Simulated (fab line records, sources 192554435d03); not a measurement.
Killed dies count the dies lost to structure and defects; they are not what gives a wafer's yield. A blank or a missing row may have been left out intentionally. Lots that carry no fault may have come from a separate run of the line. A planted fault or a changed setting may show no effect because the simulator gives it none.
Chamber matching :: flow n5_finfet :: N5_BEOL_M7_STRIP_67 on rie_diel-06: 4 sister chambers
The step strips in CF4. 4 wafers are shown with their chamber, then 11 later ones without.

## EACH WAFER AND ITS CHAMBER
wafer: L093.1
chamber: 3
drypump_motor_current_A (A): 5.7

wafer: L093.2
chamber: 1
drypump_motor_current_A (A): 5.6

wafer: L093.4
chamber: 0
drypump_motor_current_A (A): 5.9

wafer: L092.3
chamber: 2
drypump_motor_current_A (A): 6.1

## WAFERS MISSING THEIR CHAMBER
wafer: L092.5
drypump_motor_current_A (A): 6.1

wafer: L092.6
drypump_motor_current_A (A): 5.7

wafer: L091.1
drypump_motor_current_A (A): 5.9

wafer: L091.2
drypump_motor_current_A (A): 5.6

wafer: L091.6
drypump_motor_current_A (A): 6.0

wafer: L094.2
drypump_motor_current_A (A): 5.7

wafer: L094.3
drypump_motor_current_A (A): 5.6

wafer: L094.6
drypump_motor_current_A (A): 5.6

wafer: L095.2
drypump_motor_current_A (A): 6.1

wafer: L095.5
drypump_motor_current_A (A): 5.7

wafer: L095.6
drypump_motor_current_A (A): 6.1

## WHICH CHAMBER EACH WENT THROUGH
wafer: L092.5
from the rows above: 2
in truth: 2

wafer: L092.6
from the rows above: 3
in truth: 3

wafer: L091.1
from the rows above: 0
in truth: 0

wafer: L091.2
from the rows above: 1
in truth: 1

wafer: L091.6
from the rows above: can't be placed: 0 or 2
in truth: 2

wafer: L094.2
from the rows above: 3
in truth: 3

wafer: L094.3
from the rows above: 1
in truth: 1

wafer: L094.6
from the rows above: 1
in truth: 1

wafer: L095.2
from the rows above: 2
in truth: 2

wafer: L095.5
from the rows above: 3
in truth: 3

wafer: L095.6
from the rows above: 2
in truth: 2
Correctly placed: 10 of 11. Not placeable from these rows: 1 (in 1, the candidates include the true chamber). 0 placed wrongly.
How it was worked out, from the rows above alone: a wafer's distance from a chamber is the root of the sum, over the readings, of the square of ((its reading less the chamber's mean) divided by the reading's scatter). The wafer belongs to the nearest chamber; if the next one is less than 2 further off, it can't be placed. For every chamber, the mean is computed from those of its wafers that are shown. The scatter (one wafer shown for each chamber): square how far every hidden wafer sits from the nearest shown wafer, average those squares and take the square root.
